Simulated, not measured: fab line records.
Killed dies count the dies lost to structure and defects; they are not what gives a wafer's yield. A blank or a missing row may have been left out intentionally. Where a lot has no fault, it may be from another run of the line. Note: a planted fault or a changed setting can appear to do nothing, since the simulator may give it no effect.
Chamber matching :: flow nand_harc :: 4 sister chambers for NHARC_A_STAIRCASE_CMP_472 on cmp-04
The step polishes SiO2. 8 wafers are shown with their chamber, then 11 later ones without.

## WAFERS PAIRED WITH THEIR CHAMBERS
wafer: L088.3
chamber: 2
motor_current_A (A): 10.3

wafer: L091.2
chamber: 1
motor_current_A (A): 10.5

wafer: L091.5
chamber: 2
motor_current_A (A): 10.3

wafer: L091.6
chamber: 3
motor_current_A (A): 15.7

wafer: L093.1
chamber: 3
motor_current_A (A): 15.2

wafer: L093.3
chamber: 0
motor_current_A (A): 13.0

wafer: L093.6
chamber: 0
motor_current_A (A): 13.1

wafer: L094.1
chamber: 1
motor_current_A (A): 10.5

## WAFERS WITHOUT THEIR CHAMBER
wafer: L094.3
motor_current_A (A): 10.2

wafer: L094.4
motor_current_A (A): 14.7

wafer: L096.1
motor_current_A (A): 12.1

wafer: L096.2
motor_current_A (A): 10.1

wafer: L096.6
motor_current_A (A): 10.4

wafer: L096.3
motor_current_A (A): 9.8

wafer: L096.4
motor_current_A (A): 15.8

wafer: L096.5
motor_current_A (A): 10.0

wafer: L097.1
motor_current_A (A): 10.0

wafer: L097.5
motor_current_A (A): 13.2

wafer: L097.6
motor_current_A (A): 9.9

## EACH ONE'S CHAMBER
wafer: L094.3
from the rows above: can't be placed: 2 or 1
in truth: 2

wafer: L094.4
from the rows above: 3
in truth: 3

wafer: L096.1
from the rows above: 0
in truth: 0

wafer: L096.2
from the rows above: can't be placed: 2 or 1
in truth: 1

wafer: L096.6
from the rows above: can't be placed: 1 or 2
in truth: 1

wafer: L096.3
from the rows above: can't be placed: 2 or 1
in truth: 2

wafer: L096.4
from the rows above: 3
in truth: 3

wafer: L096.5
from the rows above: can't be placed: 2 or 1
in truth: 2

wafer: L097.1
from the rows above: can't be placed: 2 or 1
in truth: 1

wafer: L097.5
from the rows above: 0
in truth: 0

wafer: L097.6
from the rows above: can't be placed: 2 or 1
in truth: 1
Correct placement for 4 of the 11. Can't be placed from these rows: 7 (the true chamber is among the candidates in 7). Number placed wrongly: 0.
How it was worked out, from the rows above alone: a wafer's distance from a chamber is the root of the sum, over the readings, of the square of ((its reading less the chamber's mean) divided by the reading's scatter). The wafer belongs to the nearest chamber; if the next one is less than 2 further off, it can't be placed. A chamber's mean is the mean of its shown wafers. The scatter is the square root of a quotient: the sum, over the shown wafers, of each reading's squared deviation from its chamber's mean, divided by wafers minus chambers.
